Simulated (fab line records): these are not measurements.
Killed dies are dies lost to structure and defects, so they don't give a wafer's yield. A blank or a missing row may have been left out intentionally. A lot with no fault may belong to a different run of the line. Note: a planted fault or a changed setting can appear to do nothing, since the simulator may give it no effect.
Matching of chambers -- flow nand_harc -- ald_sin-01 running NHARC_P_GATE_ALD_36: 4 sister chambers
The step deposits SiNx, target thk 20 nm, pulse time 60 s, ald cycles 223. 16 wafers are shown with their chamber, then 8 later ones without.

== WAFERS, EACH WITH ITS CHAMBER ==
wafer,chamber,heater_power_w (W),precursor_pulse_height_rel
L077.3,1,941,1.001
L077.1,2,753,1.013
L077.4,3,729,0.999
L077.2,0,912,0.998
L077.5,1,906,0.986
L077.6,2,746,1.002
L079.2,3,755,1.043
L079.4,0,900,0.968
L079.1,2,732,0.990
L081.4,2,777,0.980
L081.1,0,905,1.006
L081.6,3,747,0.992
L085.1,2,789,0.992
L085.6,2,783,1.013
L085.5,3,716,1.010
L088.1,1,965,0.984

SIGNATURES (means of the wafers above)
reading,chamber 0,chamber 1,chamber 2,chamber 3,scatter within a chamber
heater_power_w,905.67,937.33,763.33,736.75,21.2
precursor_pulse_height_rel,0.99067,0.99033,0.99833,1.01100,0.0168
Rule: a wafer's distance from a chamber is the root of the sum, over the readings, of the square of ((its reading less the chamber's mean) divided by the reading's scatter). If the next closest chamber is less than 2 further off than the closest, the wafer can't be placed; otherwise it belongs to the closest. The scatter: take each reading less its chamber's mean, square it, sum over the shown wafers, divide by the number of wafers less the number of chambers, and take the root.

== WAFERS WITH NO CHAMBER GIVEN ==
wafer,heater_power_w (W),precursor_pulse_height_rel
L088.2,751,1.005
L088.4,707,0.991
L091.1,723,1.001
L091.5,757,1.008
L091.6,743,0.965
L094.3,985,1.030
L094.1,741,1.020
L094.4,732,1.014

== WHICH CHAMBER EACH ONE RAN IN ==
wafer,from the rows above,in truth
L088.2,can't be placed: 2 or 3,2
L088.4,can't be placed: 3 or 2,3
L091.1,can't be placed: 3 or 2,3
L091.5,can't be placed: 2 or 3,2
L091.6,can't be placed: 2 or 3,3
L094.3,can't be placed: 1 or 0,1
L094.1,can't be placed: 3 or 2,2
L094.4,can't be placed: 3 or 2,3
0 of 8 placed correctly. Can't be placed from these rows: 8 (the true chamber is among the candidates in 8). 0 placed wrongly.
